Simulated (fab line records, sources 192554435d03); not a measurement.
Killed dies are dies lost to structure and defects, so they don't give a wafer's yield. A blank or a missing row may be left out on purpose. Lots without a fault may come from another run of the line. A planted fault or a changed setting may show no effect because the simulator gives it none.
Chamber matching | flow n5_finfet | N5_HKMG_FIN_ETCH_54 on rie_diel-06: 4 sister chambers
The step etches SiARC in CF4, target depth 45.5 nm, time 75.8 s. 30 wafers are shown with their chamber, then 12 later ones without.

WAFERS WITH THEIR CHAMBER
wafer  | chamber | showerhead_plenum_p_Torr (Torr) | throttle_valve_pct (%) | oes_product_au (a.u.)
L075.1 | 3       | 2.17                            | 15.50                  | 0.72
L075.3 | 0       | 2.12                            | 16.00                  | 0.61
L075.5 | 0       | 2.12                            | 16.00                  | 0.60
L077.1 | 1       | 2.12                            | 15.75                  | 0.62
L077.3 | 2       | 2.29                            | 15.42                  | 0.71
L077.6 | 0       | 2.12                            | 16.00                  | 0.61
L078.1 | 0       | 2.12                            | 15.98                  | 0.60
L078.3 | 1       | 2.12                            | 15.73                  | 0.62
L078.6 | 3       | 2.17                            | 15.51                  | 0.72
L079.1 | 1       | 2.12                            | 15.73                  | 0.62
L079.3 | 0       | 2.11                            | 16.01                  | 0.61
L079.6 | 0       | 2.11                            | 16.02                  | 0.61
L080.1 | 3       | 2.16                            | 15.53                  | 0.70
L080.3 | 1       | 2.12                            | 15.75                  | 0.62
L080.5 | 3       | 2.17                            | 15.52                  | 0.70
L083.2 | 1       | 2.12                            | 15.76                  | 0.61
L083.4 | 2       | 2.29                            | 15.46                  | 0.69
L083.5 | 2       | 2.29                            | 15.45                  | 0.69
L085.3 | 0       | 2.11                            | 16.05                  | 0.60
L085.4 | 3       | 2.16                            | 15.54                  | 0.69
L085.6 | 0       | 2.11                            | 16.04                  | 0.60
L088.1 | 2       | 2.29                            | 15.48                  | 0.69
L088.3 | 0       | 2.11                            | 16.05                  | 0.60
L088.5 | 3       | 2.16                            | 15.57                  | 0.68
L089.4 | 2       | 2.28                            | 15.48                  | 0.68
L089.5 | 0       | 2.11                            | 16.06                  | 0.59
L089.6 | 3       | 2.16                            | 15.56                  | 0.68
L090.1 | 3       | 2.16                            | 15.57                  | 0.67
L090.2 | 1       | 2.12                            | 15.79                  | 0.61
L090.5 | 1       | 2.12                            | 15.79                  | 0.60

SIGNATURES (means of the wafers above)
reading                  | chamber 0 | chamber 1 | chamber 2 | chamber 3 | scatter within a chamber
showerhead_plenum_p_Torr | 2.1140    | 2.1200    | 2.2880    | 2.1638    | 0.00442
throttle_valve_pct       | 16.0210   | 15.7571   | 15.4580   | 15.5375   | 0.0264
oes_product_au           | 0.6030    | 0.6143    | 0.6920    | 0.6950    | 0.0119
Rule: a wafer's distance from a chamber is the root of the sum, over the readings, of the square of ((its reading less the chamber's mean) divided by the reading's scatter). The wafer belongs to the nearest chamber; if the next one is less than 2 further off, it can't be placed. The scatter: the root of (the sum of the squares of (reading less its chamber's mean) over the shown wafers, divided by (wafers less chambers)).

WAFERS WITHOUT THEIR CHAMBER
wafer  | showerhead_plenum_p_Torr (Torr) | throttle_valve_pct (%) | oes_product_au (a.u.)
L091.2 | 2.28                            | 15.48                  | 0.67
L091.3 | 2.11                            | 15.79                  | 0.61
L091.4 | 2.16                            | 15.57                  | 0.68
L093.2 | 2.11                            | 16.07                  | 0.58
L093.4 | 2.11                            | 15.80                  | 0.60
L093.5 | 2.28                            | 15.51                  | 0.66
L094.1 | 2.15                            | 15.59                  | 0.68
L094.4 | 2.11                            | 15.80                  | 0.60
L094.6 | 2.11                            | 15.81                  | 0.60
L095.1 | 2.15                            | 15.59                  | 0.68
L095.3 | 2.11                            | 15.80                  | 0.60
L095.4 | 2.10                            | 16.06                  | 0.59

WHICH CHAMBER EACH WENT THROUGH
wafer  | from the rows above | in truth
L091.2 | 2                   | 2
L091.3 | 1                   | 1
L091.4 | 3                   | 3
L093.2 | 0                   | 0
L093.4 | 1                   | 1
L093.5 | 2                   | 2
L094.1 | 3                   | 3
L094.4 | 1                   | 1
L094.6 | 1                   | 1
L095.1 | 3                   | 3
L095.3 | 1                   | 1
L095.4 | 0                   | 0
Placed correctly: 12 of 12. Can't be placed from these rows: 0. Placed wrongly: 0.
